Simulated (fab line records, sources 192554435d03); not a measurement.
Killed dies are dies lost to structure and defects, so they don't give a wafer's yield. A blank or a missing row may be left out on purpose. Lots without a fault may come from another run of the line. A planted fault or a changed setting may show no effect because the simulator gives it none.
fab line records | flow n5_finfet
record lots=10 wafers=29 last_day=17
route steps=1938 shown BEOL_M3@996 BEOL_M4@1111
lots that met no fault: from a run of the same line without faults
start_h: hours from the record's first day to the start of the lot's first wafer shown | wait_h: hours since the lot's step before | " the same as in the row above | L1.1+2: a row that stands for several wafers | - no value, or no start given | * or withheld: withheld | < > ~ a bound
route shown NAME@n: a module of which the file shows steps, and the number in the route of the first | usual: mean/standard deviation of fault-free wafers | same: alike in all rows | chamber/n: place in a boat | sites: the reading at each site | _std_site: their standard deviation | _edge_site: outer sites' mean less inner sites' | radius_mm: how far each site lies from the wafer's centre | mask NAME#n: copy n | behind: the tool/chamber that last shaped the wafer | hold: why the lot was held/for how many hours/how that ended | device: the transistor (n, p or np) that didn't switch | end of line: the same wafers' tests at the end of the route | a step without rows: its recipe alone | killed: dies lost to structure and defects at the first sort, not the wafer's yield | map: a wafer's dies, x killed, . not, _ none there
set.NAME: the setting as run; set.NAME@STEP: as run at that earlier step | model.NAME: the simulator's own value behind a step, which no gauge read
steps of the route over a sample of lots; a table a step, a row a wafer
services: from which hour (start_h, from the record's first day; less than 0 if before it) a tool's chamber was out of use, for how many hours, and why
## steps
# step N5_BEOL_M3_SPUTTER_79
# recipe material=Cu target_thk_a=45 temp_c=-20 chamber_pressure_pa=0.07 power_w=withheld time_s=8.29
# usual chuck_sensor_temp_C=-15.9/0.35 throttle_valve_pct=29.6/1.2
# columns lot.wafer tool chamber start_h wait_h chuck_sensor_temp_C throttle_valve_pct
L575.2 pvd_sputter-01 - 155.73 0.1 -15.8 30.0
L575.5 " - " " -15.3 30.9
L575.6 " - " " -15.6 29.4
L576.3 pvd_sputter-02 - 160.58 0.1 -15.7 29.5
L576.4 " - " " -16.3 29.7
L576.5 " - " " -15.7 29.4
L577.2 pvd_sputter-02 - 163.86 0.1 -15.7 29.3
L577.4 " - " " -16.2 29.9
L577.6 " - " " -15.8 29.4
L580.1 pvd_sputter-01 - 185.99 0.1 -16.1 30.5
L580.4 " - " " -15.7 28.8
L580.6 " - " " -15.4 31.0
L579.1 pvd_sputter-03 - 190.41 0.1 -14.8 29.6
L579.3 " - " " -16.0 31.5
L579.6 " - " " -16.1 31.4
L582.1 pvd_sputter-01 - 191.08 0.1 -15.4 31.3
L582.4 " - " " -15.6 29.1
L582.6 " - " " -15.9 29.0
L583.1 pvd_sputter-02 - 192.03 0.1 -15.7 29.6
L583.4 " - " " -15.9 29.7
L583.6 " - " " -16.3 29.6
L586.2 pvd_sputter-02 - 219.79 0.1 -16.4 29.5
L586.4 " - " " -15.8 27.9
L594.1 pvd_sputter-02 - 266.62 0.1 -16.0 29.9
L594.4 " - " " -15.7 29.1
L594.5 " - " " -16.2 29.7
L598.1 pvd_sputter-03 - 291.49 0.1 -15.5 32.2
L598.4 " - " " -14.9 29.7
L598.5 " - " " -16.4 28.0
# step N5_BEOL_M3_SPUTTER_81
# recipe material=Cu target_thk_a=45 temp_c=-20 chamber_pressure_pa=0.07 power_w=withheld time_s=8.29
# usual chuck_sensor_temp_C=-15.9/0.33 throttle_valve_pct=29.6/1.2
# columns lot.wafer tool chamber start_h wait_h chuck_sensor_temp_C throttle_valve_pct
L575.2 pvd_sputter-01 - 155.95 0.1 -16.0 30.6
L575.5 " - " " -15.5 31.2
L575.6 " - " " -15.7 29.3
L576.3 pvd_sputter-02 - 160.80 0.1 -15.8 29.3
L576.4 " - " " -16.3 29.4
L576.5 " - " " -15.9 29.2
L577.2 pvd_sputter-02 - 164.08 0.1 -15.7 29.5
L577.4 " - " " -16.1 29.8
L577.6 " - " " -15.7 29.4
L580.1 pvd_sputter-01 - 186.21 0.1 -16.0 30.2
L580.4 " - " " -15.8 29.2
L580.6 " - " " -15.6 31.2
L579.1 pvd_sputter-03 - 190.63 0.1 -15.1 30.0
L579.3 " - " " -16.2 31.3
L579.6 " - " " -16.1 31.4
L582.1 pvd_sputter-01 - 191.30 0.1 -15.3 31.0
L582.4 " - " " -15.6 29.0
L582.6 " - " " -15.8 29.2
L583.1 pvd_sputter-02 - 192.25 0.1 -15.6 29.5
L583.4 " - " " -15.9 29.5
L583.6 " - " " -16.1 29.5
L586.2 pvd_sputter-02 - 220.01 0.1 -16.2 29.8
L586.4 " - " " -15.6 27.8
L594.1 pvd_sputter-02 - 266.84 0.1 -16.2 29.9
L594.4 " - " " -15.6 29.4
L594.5 " - " " -16.1 29.6
L598.1 pvd_sputter-03 - 291.71 0.1 -15.5 32.3
L598.4 " - " " -14.9 29.8
L598.5 " - " " -16.3 27.7
# step N5_BEOL_M3_ANNEAL_91
# recipe temp_c=400 time_s=240 ambient=vacuum
# usual heater_power_w=846/86
# columns lot.wafer tool chamber start_h wait_h heater_power_w
L575.2 pvd_sputter-01 - 156.69 0.0 933
L575.5 " - " " 924
L575.6 " - " " 807
L576.3 pvd_sputter-02 - 161.54 0.0 902
L576.4 " - " " 749
L576.5 " - " " 915
L577.2 pvd_sputter-02 - 164.82 0.0 913
L577.4 " - " " 972
L577.6 " - " " 917
L580.1 pvd_sputter-01 - 186.95 0.0 915
L580.4 " - " " 807
L580.6 " - " " 921
L579.1 pvd_sputter-03 - 191.37 0.0 950
L579.3 " - " " 867
L579.6 " - " " 888
L582.1 pvd_sputter-01 - 192.04 0.0 929
L582.4 " - " " 791
L582.6 " - " " 806
L583.1 pvd_sputter-02 - 192.99 0.0 908
L583.4 " - " " 954
L583.6 " - " " 738
L586.2 pvd_sputter-02 - 220.75 0.0 752
L586.4 " - " " 795
L594.1 pvd_sputter-02 - 267.58 0.0 967
L594.4 " - " " 911
L594.5 " - " " 979
L598.1 pvd_sputter-03 - 292.45 0.0 743
L598.4 " - " " 941
L598.5 " - " " 773
# step N5_BEOL_M3_ECD_50
# recipe material=Cu target_thk_a=3000
# columns lot.wafer tool chamber start_h wait_h
L575.2+5+6 ecd_cu-02 0,0,1 157.40 0.1
L576.3+4+5 ecd_cu-02 1,0,0 162.26 0.1
L577.2+4+6 ecd_cu-02 1,0,0 165.52 0.1
L580.1+4+6 ecd_cu-02 1,0,0 187.65 0.1
L579.1+3+6 ecd_cu-02 0,0,1 192.07 0.1
L582.1+4+6 ecd_cu-02 0,1,1 192.74 0.1
L583.1+4+6 ecd_cu-02 1,1,0 193.70 0.1
L586.2+4 ecd_cu-02 0,1 221.45 0.1
L594.1+4+5 ecd_cu-01 0,1,0 268.28 0.1
L598.1+4+5 ecd_cu-01 1 293.15 0.1
# step N5_BEOL_M3_CMP_52
# recipe stop_on=SiOC t_overpolish_s=6.8 down_force_psi=1 platen_rpm=50 clearing_platen_down_force_psi=1.5 clearing_platen_rpm=50 post_cmp_clean=cu_alkaline target_thk_nm=40 clearing_platen_pad_velocity_m_s=0.99484 pad_velocity_m_s=0.99484
# usual motor_current_A=6.1/0.65 retaining_ring_pressure_frac=1.000/0.005 time_to_endpoint_s=61.5/2.1
# columns lot.wafer tool chamber start_h wait_h motor_current_A retaining_ring_pressure_frac time_to_endpoint_s
L575.2 cmp-01 0 157.90 0.3 6.3 0.998 63.5
L575.5 " 1 " " 5.8 0.992 63.5
L575.6 " 2 " " 5.2 0.997 61.6
L576.4 cmp-04 3 162.79 0.2 6.1 0.994 62.1
L576.3 " 0 " " 5.9 0.995 60.8
L576.5 " 3 " " 6.2 0.999 60.5
L577.4 cmp-04 1 165.90 0.1 7.6 0.999 62.5
L577.2 " 3 " " 6.4 1.004 62.5
L577.6 " 2 " " 6.9 1.001 64.8
L580.1 cmp-02 3 188.52 0.7 6.2 1.002 64.9
L580.4 " 2 " " 5.4 1.003 62.5
L580.6 " 3 " " 6.2 1.002 59.8
L579.3 cmp-01 0 192.52 0.2 6.2 1.001 62.5
L579.1 " 1 " " 6.0 1.002 62.9
L579.6 " 2 " " 5.1 0.999 60.8
L582.1 cmp-04 2 193.16 0.3 7.1 0.996 94.1
L582.4 " 3 " " 6.0 1.007 97.7
L582.6 " 1 " " 7.9 0.994 63.2
L583.1 cmp-01 1 194.18 0.3 5.8 0.999 93.1
L583.4 " 2 " " 5.2 0.997 89.5
L583.6 " 1 " " 5.7 1.000 61.1
L586.2 cmp-02 2 221.88 0.3 5.2 1.008 63.4
L586.4 " 3 " " 6.8 1.001 91.3
L594.4 cmp-02 0 268.67 0.1 5.9 0.998 57.8
L594.1 " 2 " " 5.3 0.995 61.3
L594.5 " 0 " " 5.6 0.997 57.7
L598.1 cmp-02 1 293.60 0.3 5.6 0.997 62.4
L598.4 " 2 " " 5.5 1.003 59.5
L598.5 " 3 " " 6.3 0.985 59.1
# step N5_BEOL_M4_RC_MEAS_101
# usual DIBL_N=36.3/1 DIBL_P=36.2/1.4 IOFF_N=0.157/0.021 IOFF_P=0.206/0.025 ION_N=673/9 ION_P=461/6.4 SS_N=71.5/0.5 SS_P=73.2/0.47 VT_N=249.9/2.4 VT_P=-250.6/2.9
# columns lot.wafer tool chamber start_h wait_h DIBL_N[mV/V] DIBL_P[mV/V] IOFF_N[nA/um] IOFF_P[nA/um] ION_N[uA/um] ION_P[uA/um] SS_N[mV/dec] SS_P[mV/dec] VT_N[mV] VT_P[mV]
L575.2 prober-01 0 168.26 0.2 35.0 35.5 0.131 0.174 674 456 71.2 72.7 252.7 -254.4
L575.5 " 0 " " 35.3 34.7 0.128 0.170 664 452 71.7 73.0 252.4 -255.1
L575.6 " 0 " " 35.6 35.7 0.131 0.179 665 456 70.8 72.5 254.0 -254.1
L576.3 prober-01 0 173.55 0.3 35.3 34.4 0.136 0.177 671 462 70.8 73.1 250.8 -251.1
L576.4 " 0 " " 37.3 37.2 0.170 0.217 682 467 71.2 74.0 248.2 -250.9
L576.5 " 0 " " 34.9 34.2 0.129 0.175 668 461 70.1 73.2 250.4 -252.8
L577.2 prober-02 0 178.17 0.2 36.3 36.9 0.150 0.209 659 457 71.7 72.9 252.3 -251.1
L577.4 " 0 " " 35.5 36.1 0.134 0.194 657 452 71.6 73.6 255.2 -251.2
L577.6 " 0 " " 37.9 38.2 0.171 0.225 669 461 72.7 74.3 250.0 -252.0
L580.1 prober-02 0 199.64 0.0 36.7 37.4 0.170 0.224 669 464 72.4 73.5 247.3 -249.1
L580.4 " 0 " " 35.1 36.1 0.145 0.196 665 456 71.5 73.2 251.9 -252.0
L580.6 " 0 " " 35.3 36.2 0.144 0.196 661 458 70.9 73.4 251.8 -252.4
L579.1 prober-01 0 203.23 0.0 35.1 35.5 0.132 0.191 675 465 70.5 72.7 252.1 -252.4
L579.3 " 0 " " 36.8 37.4 0.159 0.221 679 471 71.0 73.3 246.7 -248.8
L579.6 " 0 " " 36.6 37.1 0.158 0.216 679 464 71.9 72.9 248.5 -251.5
L582.1 prober-01 0 205.76 0.0 37.1 38.0 0.200 0.260 676 464 72.4 74.0 247.1 -247.2
L582.4 " 0 " " 36.2 37.4 0.189 0.241 673 463 71.8 73.5 246.8 -248.0
L582.6 " 0 " " 36.3 37.1 0.183 0.251 676 465 71.9 74.3 249.2 -246.9
L583.1 prober-02 0 206.44 0.0 36.2 35.7 0.148 0.186 673 457 71.8 73.9 250.7 -252.1
L583.4 " 0 " " 36.6 35.6 0.154 0.178 675 456 71.9 72.4 248.6 -251.9
L583.6 " 0 " " 36.2 35.8 0.151 0.182 677 467 71.1 73.3 250.7 -252.5
L586.2 prober-01 0 234.04 0.2 36.5 35.9 0.161 0.207 675 461 71.6 72.9 248.3 -252.3
L586.4 " 0 " " 35.9 35.9 0.152 0.208 670 465 71.8 72.8 250.5 -248.5
L594.1 prober-02 0 281.11 0.0 37.5 35.7 0.148 0.179 665 448 71.8 73.4 251.7 -255.2
L594.4 " 0 " " 35.4 34.3 0.120 0.157 667 455 70.2 72.9 252.6 -255.0
L594.5 " 0 " " 35.9 34.6 0.132 0.162 660 455 72.1 72.3 252.5 -255.7
L598.1 prober-02 0 306.57 0.0 36.6 39.0 0.183 0.210 688 469 71.7 73.4 246.7 -247.7
L598.4 " 0 " " 37.6 40.5 0.208 0.230 697 462 71.7 73.7 247.3 -248.8
L598.5 " 0 " " 36.7 38.5 0.187 0.207 686 462 72.0 73.4 246.2 -249.5
## services
# columns tool chamber start_h hours kind
cmp-04 - 133.41 5.1 pm
ecd_cu-01 - 143.07 27.5 repair
cmp-01 - 158.85 1.4 repair
cmp-02 - 162.41 1.0 repair
cmp-04 - 186.11 2.3 repair
cmp-02 - 238.64 4.0 pm
cmp-02 - 242.64 - consumable_replace:conditioner
cmp-02 - 242.64 - consumable_replace:pad
cmp-04 - 265.89 4.0 pm
cmp-04 - 269.89 - consumable_replace:conditioner
cmp-04 - 269.89 - consumable_replace:pad
cmp-04 - 288.90 1.0 repair
## key
first_sign step=N5_BEOL_M3_CMP_52 reading=time_to_endpoint_s direction=up sigmas=15 usual=* struck=*
effect none on later readings
met_at N5_BEOL_M3_ECD_50
struck_lots L582,L583,L586
struck_wafers L582.1,L582.4,L583.1,L583.4,L586.4
not_acting_at N5_BEOL_M3_SPUTTER_79,N5_BEOL_M3_SPUTTER_81,N5_BEOL_M3_ANNEAL_91
onset_between 192.07 192.74
fault kind=process_parameter_drift tool=ecd_cu-02 chamber=- onset_h=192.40 steps=N5_BEOL_M3_ECD_50 channel=target_thk_a offset=* shape=step end_h=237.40 scope=struck_wafers_only acts_in=* stated=*
